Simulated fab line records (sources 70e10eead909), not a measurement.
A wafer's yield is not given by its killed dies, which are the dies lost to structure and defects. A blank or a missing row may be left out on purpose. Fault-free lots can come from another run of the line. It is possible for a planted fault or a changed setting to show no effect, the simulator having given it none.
Problem report, 8D (eight disciplines) form, completed by code :: flow nandHarc :: the parts of the form that need people (team, actions taken, sign-off) are left out

== 1. THE PROBLEM ==
NHARC_P_BONDPAD_ETCH_37, runLengthS: mean 71.2 s over 1 wafer from 1 lot; wafers with no fault: 87.1 s, standard deviation 0.48. That is -33 standard deviations from the usual mean.
The step: etches the open film in N2/H2, target depth 60 nm, overetch 18 nm, time 65.91 s.
First seen on wafer L183.2, day 10 17:23, on rieDiel-13. The record has a number at this step for 39 wafers belonging to 13 lots. By rule, "out" or "out of limits" means more than 4 standard deviations away from the usual mean. Any other wafer with a number is counted as sound.

== 2. WHAT IT IS AND WHAT IT IS NOT ==
question: which readings at this step
is: runLengthS
is not: drypumpMotorCurrentA, oesProductAu, rfVppV, showerheadPlenumPTorr

question: which lots
is: L183
is not: L166, L167, L168, L169, L170, L171, L172, L173, L174, L175, L176, L179

question: which wafers of those lots
is: L183.2
is not: L183.3, L183.4

question: read on which tools
is: rieDiel-13
is not: rieDiel-04, rieDiel-05

question: when
is: from day 10 17:23
is not: up to then (38 sound wafers)

== 3. WHAT RULES OUT EACH SUSPECT ==
Counting: a tool at a process step up to the reading stays a suspect if it ran every lot that is out. Sound lots after the first of them don't rule it out here, since some wafers of a struck lot are sound.
- rieDiel-13 at NHARC_P_BONDPAD_ETCH_37 (etches the open film in N2/H2, target depth 60 nm, overetch 18 nm, time 65.91 s): kept. It ran the lot that is out, L183 (day 10 17:23); its last sound lot up to then is L179 (day 9 12:17). Its own runLengthS readings are out on those wafers.
- At NHARC_P_BONDPAD_ETCH_37, inside rieDiel-13: chamber 3 took the wafers that are out, while their sound lot-mates went through chambers 1, 2.
Left after counting: rieDiel-13 at NHARC_P_BONDPAD_ETCH_37.

== 4. THE CAUSE (what the simulator had put in) ==
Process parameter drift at NHARC_P_BONDPAD_ETCH_37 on rieDiel-13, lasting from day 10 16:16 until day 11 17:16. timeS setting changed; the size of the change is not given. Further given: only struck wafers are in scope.
Only this tool survived the counting.

== 5. THE EFFECT CHAIN, in route order ==
Each row: a reading where the mean over the struck wafers with a number is more than 3 standard deviations away from the usual. Only readings whose record carries a usual standard deviation are examined. hours: median over the lots of the time between each lot's start at the first step of this table that gives one and its start at this step. sigmas: the change, counted in usual standard deviations.
hours: 0
step: NHARC_P_BONDPAD_ETCH_37
reading: runLengthS
usual: 87.1 s
on struck wafers: 71.2
change: -15.9
sigmas: -33
The process steps in it:
- NHARC_P_BONDPAD_ETCH_37: etches the open film in N2/H2, target depth 60 nm, overetch 18 nm, time 65.91 s.
Later measuring or inspecting steps at which every struck wafer that the step has a row for has a number for every such reading, and none has moved that far: NHARC_P_BONDPAD_CD_MEAS_13.

== 6. WHAT WOULD HAVE CAUGHT IT SOONER ==
In this record the first reading out of limits was taken at day 10 17:23, 1 hour after the fault began at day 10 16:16.
